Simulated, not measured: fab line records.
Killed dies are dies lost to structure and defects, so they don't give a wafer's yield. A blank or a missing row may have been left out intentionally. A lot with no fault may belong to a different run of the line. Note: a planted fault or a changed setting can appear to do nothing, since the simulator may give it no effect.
Problem report, 8D (eight disciplines) form, completed by code + flow nandHarc + the parts of the form that need people (team, actions taken, sign-off) are left out

## 1. WHAT IS WRONG
Wafers without a fault read 188.47 W, standard deviation 0.14; heaterPowerTotalW at NHARC_A_CHANNEL_HOLE_D1_SOFTBAKE_05 reads a mean of 323.12 W on 4 wafers belonging to 3 lots. So: +99 or more standard deviations from the usual mean.
The step: time 55 s.
First seen on wafer L617.1, day 9 20:00, on lithoTrack-01. The record holds 42 wafers of 15 lots with a number at this step. The rule behind "out" and "out of limits": a value lying over 4 standard deviations away from the usual mean. The other wafers with a number count as sound.

## 2. WHAT IT IS, AND WHAT IT ISN'T
| question                    | is                             | is not                                                                                                                     |
|-----------------------------|--------------------------------|----------------------------------------------------------------------------------------------------------------------------|
| which readings at this step | heaterPowerTotalW              | -                                                                                                                          |
| which lots                  | L617, L618, L620               | L611, L612, L614, L622, L623, L624, L625, L627, L629, L631, L632, L633                                                     |
| which wafers of those lots  | L617.1, L618.1, L618.6, L620.1 | L617.5, L620.5                                                                                                             |
| read on which tools         | lithoTrack-01                  | lithoTrack-04, lithoTrack-06                                                                                               |
| when                        | from day 9 20:00               | up to then (10 sound wafers); but 28 sound wafers of L620, L622, L623, L624, L625, L627, L629, L631, L632, L633 came after |

## 3. THE SUSPECTS, EACH WITH WHAT RULES IT OUT
Counting: if a tool at a process step up to the reading ran every lot that is out, it stays a suspect. Sound lots after the first of them don't rule it out here, since some wafers of a struck lot are sound.
- lithoTrack-01 at NHARC_A_CHANNEL_HOLE_D1_SOFTBAKE_05 (time 55 s): kept. Ran every lot that is out, first one L617 (day 9 20:00); last sound lot up to then L612 (day 8 14:00). On those wafers its own readings are out: heaterPowerTotalW.
Remaining after the count: lithoTrack-01 at NHARC_A_CHANNEL_HOLE_D1_SOFTBAKE_05.

## 4. THE CAUSE (what the simulator had put in)
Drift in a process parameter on lithoTrack-01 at NHARC_A_CHANNEL_HOLE_D1_SOFTBAKE_05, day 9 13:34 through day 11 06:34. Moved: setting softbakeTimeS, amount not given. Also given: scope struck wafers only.
The count eliminated every tool but this one.

## 5. THE CHAIN OF EFFECTS, in route order
One row per reading whose mean, taken over the struck wafers that have a number, lies over 3 standard deviations from the usual. Only readings whose record carries a usual standard deviation are examined. hours: median over the lots of the time between each lot's start at the first step of this table that gives one and its start at this step. sigmas: the change, counted in usual standard deviations.
| hours | step                                | reading           | usual    | on struck wafers | change  | sigmas      |
|-------|-------------------------------------|-------------------|----------|------------------|---------|-------------|
| 0     | NHARC_A_CHANNEL_HOLE_D1_SOFTBAKE_05 | heaterPowerTotalW | 188.47 W | 323.12           | +134.66 | +99 or more |
The process steps in it:
- NHARC_A_CHANNEL_HOLE_D1_SOFTBAKE_05: time 55 s.

## 6. WHAT WOULD HAVE CAUGHT IT SOONER
6 hours passed between the start of the fault at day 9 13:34 and the first reading out of limits in this record, taken at day 9 20:00.
